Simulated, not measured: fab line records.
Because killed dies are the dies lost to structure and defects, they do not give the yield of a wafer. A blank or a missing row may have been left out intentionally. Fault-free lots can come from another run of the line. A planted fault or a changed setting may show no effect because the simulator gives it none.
fab line records	flow nand-harc
record: lots: 12	wafers: 36	last-day: 32
route steps=1302 shown P_GATE@149
lots that met no fault: from a run of the same line without faults
start-h: hours from the record's first day to the start of the lot's first wafer shown	wait-h: hours elapsed since this lot's preceding step	" the same as in the row above	L1.1+2: one row covering several wafers at once	- value missing, or start not given	* or withheld: withheld	< > ~ a bound
route shown NAME@n: NAME is a module with steps in the file, n the number in the route of the first one	usual: mean and standard deviation over wafers with no fault	same: alike in all rows	chamber/n: place in a boat	sites: readings site by site	_std_site: the standard deviation of these	_edge_site: outer sites' mean less inner sites'	radius-mm: how far each site lies from the wafer's centre	mask NAME#n: copy n	behind: tool/chamber where the wafer was last shaped	hold: why the lot went on hold/how many hours it stayed there/how the hold came to an end	device: which transistor (n, p or np) failed to switch	end of line: tests run on the same wafers once the route is complete	a step with no rows: only its recipe	killed: count of dies lost to structure and defects at first sort (not the wafer's yield)	map: a wafer's dies, x killed, . not, _ none there
set.NAME: the setting as run; set.NAME@STEP: as run at that earlier step	model.NAME: the simulator's own value behind a step, which no gauge read
the route's steps for a sample of lots (tables are steps, rows are wafers)
services: the hour from which a tool's chamber was out of use, counted from the record's first day as start-h (under 0 if before that day), plus the number of hours and why
== steps ==
step: NHARC_P_GATE_ETCH_32
recipe: target-depth-a: 1500	over-etch-frac: 1	over-etch-ion-energy-ev: 40	time-s: 100.1	hbr-flow-sccm: 150	cl2-flow-sccm: 50	rf-w: 400	icp-w: 400	bias-w: 100	chemistry: HBr/Cl2
usual: chamber-pressure-mTorr: 15.000/0.013	drypump-motor-current-A: 5.7/0.42	oes-product-au: 1.001/0.012	throttle-valve-pct: 26.405/0.009
lot.wafer	tool	chamber	start-h	wait-h	chamber-pressure-mTorr	drypump-motor-current-A	oes-product-au	rf-hours-counter-h	throttle-valve-pct
L412.1	rie-si-03	2	100.71	-	14.998	5.0	1.022	0.4	26.400
L412.2	"	0	"	"	15.004	6.8	0.994	0.3	26.392
L412.5	"	1	"	"	14.976	6.1	1.011	-	26.419
L414.2	rie-si-01	1	117.45	-	14.980	6.2	0.981	0.6	26.404
L414.5	"	2	"	"	15.032	5.7	1.006	-	26.413
L414.6	"	3	"	"	15.009	5.4	1.005	-	26.407
L418.1	rie-si-03	0	152.82	-	15.012	6.8	1.000	0.5	26.420
L418.4	"	1	"	"	15.005	6.1	1.018	0.7	26.411
L418.6	"	0	"	"	14.991	6.8	1.006	-	26.390
L421.2	rie-si-01	3	189.21	-	15.011	5.4	0.994	1.1	26.414
L421.4	"	0	"	"	15.017	5.8	0.992	1.1	26.410
L421.5	"	2	"	"	14.997	5.7	1.003	-	26.392
L423.1	rie-si-05	1	211.55	-	15.022	5.8	1.008	0.5	26.413
L423.6	"	0	"	"	14.986	6.0	0.993	-	26.403
L423.5	"	1	"	"	15.029	5.8	1.010	-	26.400
L424.2	rie-si-05	2	214.26	-	15.012	5.3	1.006	0.5	26.396
L424.4	"	3	"	"	14.994	5.5	0.989	0.6	26.386
L424.1	"	1	"	"	14.991	5.8	1.014	0.6	26.412
L426.1	rie-si-05	2	244.52	-	15.000	5.2	1.011	0.7	26.402
L426.3	"	3	"	"	15.012	5.5	0.980	0.9	26.390
L426.4	"	2	"	"	14.983	5.2	1.011	-	26.407
L427.3	rie-si-03	0	245.13	-	14.976	6.7	0.997	0.1	26.409
L427.4	"	1	"	"	14.993	6.1	0.993	0.1	26.402
L427.5	"	1	"	"	14.981	6.1	0.987	-	26.395
L429.3	rie-si-05	1	261.29	-	14.961	5.7	1.014	0.8	26.397
L429.5	"	2	"	"	15.010	5.3	1.022	-	26.409
L429.6	"	3	"	"	14.996	5.5	0.986	-	26.400
L432.2	rie-si-05	3	297.24	-	14.986	5.5	0.997	1.3	26.412
L432.5	"	2	"	"	14.977	5.3	1.015	-	26.418
L432.6	"	3	"	"	15.011	5.5	0.991	-	26.400
L433.3	rie-si-01	2	304.37	-	14.997	5.7	1.000	0.5	26.405
L433.2	"	3	"	"	14.998	5.4	1.024	0.4	26.408
L433.6	"	1	"	"	14.992	6.2	1.008	-	26.406
L434.3	rie-si-05	1	318.04	-	14.998	5.8	1.002	0.0	26.394
L434.1	"	2	"	"	14.989	5.3	0.996	0.0	26.382
L434.6	"	0	"	"	15.003	6.0	1.000	-	26.411
step: NHARC_P_GATE_STRIP_108
recipe: o2-flow-sccm: 500	ar-flow-sccm: 0	bias-w: 0	chemistry: O2
usual: chamber-pressure-mTorr: 59.99/0.055	drypump-motor-current-A: 5.8/0.49	oes-product-au: 0.991/0.015	rf-vpp-V: 57.9/0.82	showerhead-plenum-p-Torr: 3.53/0.12	throttle-valve-pct: 17.037/0.0096
lot.wafer	tool	chamber	start-h	wait-h	chamber-pressure-mTorr	drypump-motor-current-A	oes-product-au	rf-hours-counter-h	rf-vpp-V	showerhead-plenum-p-Torr	throttle-valve-pct
L412.1	rie-diel-04	3	100.85	-	59.97	5.8	0.978	7	58.7	3.55	17.032
L412.2	"	1	"	"	60.02	6.4	0.962	5	57.6	3.72	17.035
L412.5	"	0	"	"	59.95	5.9	0.987	-	57.9	3.44	17.046
L414.2	rie-diel-08	3	117.56	-	60.00	6.7	0.993	4	57.5	3.31	17.030
L414.6	"	3	"	"	60.04	6.6	0.997	-	58.0	3.31	17.025
L414.5	"	0	"	"	59.87	5.7	0.989	-	59.0	3.47	17.049
L418.4	rie-diel-04	3	152.98	-	59.93	5.8	0.976	13	58.4	3.55	17.031
L418.1	"	0	"	"	59.94	5.9	1.000	11	56.8	3.44	17.039
L418.6	"	0	"	"	60.10	5.9	1.004	-	57.5	3.44	17.048
L421.4	rie-diel-03	3	189.36	-	59.98	4.8	0.980	3	58.6	3.46	17.021
L421.2	"	1	"	"	60.08	6.2	0.986	4	57.8	3.50	17.045
L421.5	"	0	"	"	59.99	5.0	1.023	-	56.1	3.51	17.030
L423.1	rie-diel-04	2	211.69	-	60.00	5.6	0.991	2	58.9	3.74	17.050
L423.5	"	2	"	"	59.93	5.6	0.992	-	58.8	3.74	17.046
L423.6	"	3	"	"	60.05	5.8	0.973	-	58.4	3.55	17.048
L424.1	rie-diel-03	0	214.42	-	59.96	5.0	1.025	4	58.3	3.51	17.035
L424.4	"	1	"	"	59.98	6.1	0.982	5	57.1	3.50	17.028
L424.2	"	3	"	"	59.98	4.8	0.983	4	56.9	3.46	17.038
L426.3	rie-diel-03	3	244.69	-	59.95	4.8	0.988	6	58.7	3.46	17.020
L426.1	"	1	"	"	59.90	6.1	0.978	7	57.8	3.50	17.017
L426.4	"	2	"	"	59.86	5.7	0.987	7	58.3	3.38	17.021
L427.4	rie-diel-03	2	245.28	-	60.01	5.7	0.993	7	58.4	3.38	17.043
L427.3	"	1	"	"	60.04	6.2	0.976	7	58.4	3.50	17.047
L427.5	"	3	"	"	60.01	4.8	0.996	-	57.4	3.46	17.034
L429.3	rie-diel-04	1	261.45	-	59.92	6.4	0.986	4	58.4	3.72	17.048
L429.6	"	2	"	"	60.01	5.6	0.984	-	58.5	3.73	17.040
L429.5	"	3	"	"	60.02	5.8	0.980	-	57.0	3.55	17.039
L432.2	rie-diel-03	3	297.38	-	60.05	4.8	0.986	0	56.3	3.45	17.048
L432.6	"	3	"	"	59.94	4.8	0.992	-	57.6	3.45	17.026
L432.5	"	0	"	"	59.94	5.0	0.984	-	57.2	3.51	17.053
L433.2	rie-diel-04	3	304.51	-	60.05	5.8	0.993	8	57.4	3.55	17.019
L433.3	"	0	"	"	59.97	5.9	0.999	8	57.4	3.44	17.042
L433.6	"	0	"	"	60.02	5.8	1.003	-	57.0	3.44	17.038
L434.3	rie-diel-08	0	318.21	-	60.06	5.7	0.980	6	56.9	3.47	17.028
L434.1	"	1	"	"	59.99	5.9	1.003	6	57.2	3.59	17.040
L434.6	"	3	"	"	59.95	6.7	0.995	-	56.7	3.31	17.016
step: NHARC_P_GATE_ALD_36
recipe: target-thk-a: 200	pulse-time-s: 60	ald-cycles: 223	temp-c: 400	material: SiNx
usual: heater-power-w: 855/83	precursor-pulse-height-rel: 0.998/0.019
lot.wafer	tool	chamber	start-h	wait-h	heater-power-w	precursor-pulse-height-rel
L412.1	ald-sin-01	2	101.48	-	779	1.002
L412.2	"	0	103.60	-	841	1.036
L412.5	"	2	105.72	-	775	0.986
L414.2	ald-sin-01	2	120.31	-	794	0.999
L414.6	"	0	122.40	-	849	0.999
L414.5	"	1	123.45	-	983	0.979
L418.1	ald-sin-04	1	154.66	-	795	1.015
L418.4	"	2	155.69	-	919	1.005
L418.6	"	0	157.77	-	969	0.976
L421.2	ald-sin-04	3	190.00	-	839	0.978
L421.4	"	3	194.20	-	845	0.975
L421.5	"	3	198.40	-	850	0.983
L423.1	ald-sin-01	0	212.33	-	845	1.014
L423.5	"	0	216.59	-	820	0.995
L423.6	"	1	217.65	-	984	1.023
L424.4	ald-sin-03	3	215.05	-	780	0.968
L424.2	"	0	216.11	-	712	1.009
L424.1	"	2	218.24	-	965	0.978
L426.4	ald-sin-01	1	245.32	-	955	1.022
L426.3	"	2	246.37	-	806	0.987
L426.1	"	0	248.49	-	838	1.023
L427.3	ald-sin-03	3	248.07	-	750	0.975
L427.4	"	0	249.14	-	721	0.995
L427.5	"	2	251.29	-	963	0.996
L429.3	ald-sin-01	0	265.24	-	865	1.014
L429.5	"	1	266.30	-	980	1.019
L429.6	"	2	267.37	-	803	0.997
L432.2	ald-sin-03	1	298.01	-	790	1.031
L432.5	"	1	302.22	-	776	0.994
L432.6	"	2	303.27	-	987	1.008
L433.3	ald-sin-04	0	307.25	-	949	1.015
L433.2	"	1	308.30	-	760	1.016
L433.6	"	2	309.35	-	943	0.993
L434.1	ald-sin-01	3	319.86	-	910	0.961
L434.3	"	1	321.97	-	978	0.973
L434.6	"	3	324.07	-	898	0.992
step: NHARC_P_GATE_COAT_40
recipe: spin-rpm: 3000
usual: chill-plate-temp-C: 23.01/0.11	exhaust-pa: 45.0/0.93	spin-speed-rpm: 2999.7/1.7
lot.wafer	tool	chamber	start-h	wait-h	chill-plate-temp-C	exhaust-pa	spin-speed-rpm
L412.1	litho-track-05	0	111.61	-	22.93	44.1	2997.4
L412.2	"	0	"	"	23.01	42.7	3001.5
L412.5	"	0	"	"	22.74	45.2	3000.2
L414.2	litho-track-03	0	128.35	-	22.94	44.2	2998.4
L414.5	"	0	"	"	22.87	46.2	2997.5
L414.6	"	0	"	"	22.85	44.4	2997.8
L418.1	litho-track-02	0	163.62	-	23.21	45.1	2999.5
L418.4	"	0	"	"	23.19	44.8	3001.9
L418.6	"	0	"	"	23.17	46.4	2999.3
L421.2	litho-track-03	-	206.37	-	-	-	-
L421.4	"	-	"	"	-	-	-
L421.5	"	-	"	"	-	-	-
L423.1	litho-track-05	-	222.48	-	-	-	-
L423.5	"	-	"	"	-	-	-
L423.6	"	-	"	"	-	-	-
L424.1	litho-track-02	0	225.20	-	22.92	45.3	2999.9
L424.2	"	0	"	"	22.95	46.2	2998.4
L424.4	"	0	"	"	22.95	45.6	2999.3
L426.1	litho-track-05	0	255.43	-	23.18	45.1	3000.2
L426.3	"	0	"	"	23.01	44.3	3000.6
L426.4	"	0	"	"	23.04	46.3	2998.9
L427.3	litho-track-03	0	256.14	-	23.03	44.2	2999.3
L427.4	"	0	"	"	22.92	45.2	3000.2
L427.5	"	0	"	"	23.01	44.7	3000.5
L429.3	litho-track-02	0	272.20	-	23.06	45.7	3001.8
L429.5	"	0	"	"	23.17	45.8	3004.4
L429.6	"	0	"	"	23.13	44.0	3004.0
L432.2	litho-track-03	0	308.11	-	23.24	44.9	2999.8
L432.5	"	0	"	"	23.25	44.0	2997.7
L432.6	"	0	"	"	22.94	45.3	3000.0
L433.2	litho-track-03	0	315.22	-	23.03	45.3	3001.2
L433.3	"	0	"	"	23.03	45.1	2998.6
L433.6	"	0	"	"	22.98	45.8	2998.7
L434.1	litho-track-05	0	328.88	-	23.04	44.9	3000.2
L434.3	"	0	"	"	23.02	44.7	3001.0
L434.6	"	0	"	"	22.91	45.1	3002.3
== services ==
tool	chamber	start-h	hours	kind
rie-diel-04	3	76.76	8.8	repair
rie-diel-04	-	87.24	0.5	repair
litho-track-03	-	100.00	7.0	pm
rie-diel-04	1	102.23	17.4	repair
rie-diel-03	-	104.30	9.0	pm
ald-sin-04	-	110.38	10.0	pm
rie-si-03	0	110.57	4.0	repair
litho-track-05	-	124.00	7.0	pm
rie-si-05	-	128.00	9.0	pm
ald-sin-01	-	147.10	1.0	repair
ald-sin-01	0	171.22	4.7	repair
rie-diel-04	-	177.90	9.0	pm
ald-sin-04	0	178.05	60.4	repair
rie-si-05	2	190.63	13.7	repair
rie-diel-03	3	207.45	1.3	repair
rie-si-05	1	241.94	4.9	repair
rie-diel-03	-	253.44	2.4	repair
ald-sin-01	0	254.77	5.0	repair
litho-track-03	-	275.00	7.0	pm
rie-diel-03	-	281.30	9.0	pm
litho-track-05	-	299.00	7.0	pm
rie-si-05	-	305.00	9.0	pm
rie-diel-03	3	323.44	2.5	repair
rie-diel-03	3	328.56	1.7	repair
== key ==
first-sign: step: NHARC_P_GATE_COAT_40	reading: tool-record	direction: missing
effect none on later readings
met-at NHARC_P_GATE_COAT_40
struck-lots L421,L423
tester-left-out L421,L423
not-acting-at NHARC_P_GATE_ETCH_32,NHARC_P_GATE_STRIP_108,NHARC_P_GATE_ALD_36
onset-between 128.35 206.37
fault: kind: skipped-step-whole	tool: litho-track-03,litho-track-05	chamber: -	onset-h: 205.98	steps: NHARC_P_GATE_COAT_40	scope: struck-lots-only
tester-left-out: of these lots the tester's yield and bins aren't shown, on N5 and GAA mostly nor the transistor test; their killed dies are dies lost to structure and defects alone, not to doping, threshold or leakage, so they don't give the yield
